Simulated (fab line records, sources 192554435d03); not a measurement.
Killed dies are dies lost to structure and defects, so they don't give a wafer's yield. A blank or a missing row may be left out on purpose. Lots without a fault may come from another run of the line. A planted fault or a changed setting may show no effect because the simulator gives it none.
Chamber matching | flow n5_finfet | N5_FIN_SAQP_SPACER2_ETCHBACK_29 on rie_diel-06: 4 sister chambers
The step etches SiO2 in CHF3/O2, target depth 12.2 nm, time 6.1 s. 14 wafers are shown with their chamber, then 7 later ones without.

WAFERS WITH THEIR CHAMBER
wafer  | chamber | drypump_motor_current_A (A) | rf_vpp_V (V) | showerhead_plenum_p_Torr (Torr)
L075.1 | 3       | 5.0                         | 530          | 2.51
L075.4 | 3       | 5.1                         | 530          | 2.51
L075.6 | 0       | 6.3                         | 554          | 2.52
L077.1 | 2       | 5.9                         | 523          | 2.39
L077.4 | 0       | 6.3                         | 555          | 2.52
L077.6 | 0       | 6.3                         | 553          | 2.52
L079.1 | 2       | 5.9                         | 524          | 2.39
L079.2 | 0       | 6.3                         | 554          | 2.52
L079.3 | 1       | 6.5                         | 515          | 2.57
L083.2 | 2       | 5.9                         | 523          | 2.39
L083.3 | 3       | 5.0                         | 529          | 2.50
L083.4 | 1       | 6.5                         | 515          | 2.56
L093.3 | 2       | 5.9                         | 522          | 2.38
L093.4 | 1       | 6.5                         | 516          | 2.55

SIGNATURES (means of the wafers above)
reading                  | chamber 0 | chamber 1 | chamber 2 | chamber 3 | scatter within a chamber
drypump_motor_current_A  | 6.300     | 6.500     | 5.900     | 5.033     | 0.0258
rf_vpp_V                 | 554.00    | 515.33    | 523.00    | 529.67    | 0.73
showerhead_plenum_p_Torr | 2.5200    | 2.5600    | 2.3875    | 2.5067    | 0.00585
Rule: a wafer's distance from a chamber is the root of the sum, over the readings, of the square of ((its reading less the chamber's mean) divided by the reading's scatter). The wafer belongs to the nearest chamber; if the next one is less than 2 further off, it can't be placed. The scatter: the root of (the sum of the squares of (reading less its chamber's mean) over the shown wafers, divided by (wafers less chambers)).

WAFERS WITHOUT THEIR CHAMBER
wafer  | drypump_motor_current_A (A) | rf_vpp_V (V) | showerhead_plenum_p_Torr (Torr)
L093.5 | 5.1                         | 529          | 2.49
L096.1 | 6.3                         | 554          | 2.50
L096.2 | 6.5                         | 516          | 2.55
L096.6 | 6.3                         | 554          | 2.50
L097.1 | 5.0                         | 530          | 2.49
L097.3 | 6.3                         | 553          | 2.50
L097.5 | 5.0                         | 529          | 2.49

WHICH CHAMBER EACH WENT THROUGH
wafer  | from the rows above | in truth
L093.5 | 3                   | 3
L096.1 | 0                   | 0
L096.2 | 1                   | 1
L096.6 | 0                   | 0
L097.1 | 3                   | 3
L097.3 | 0                   | 0
L097.5 | 3                   | 3
Placed correctly: 7 of 7. Can't be placed from these rows: 0. Placed wrongly: 0.
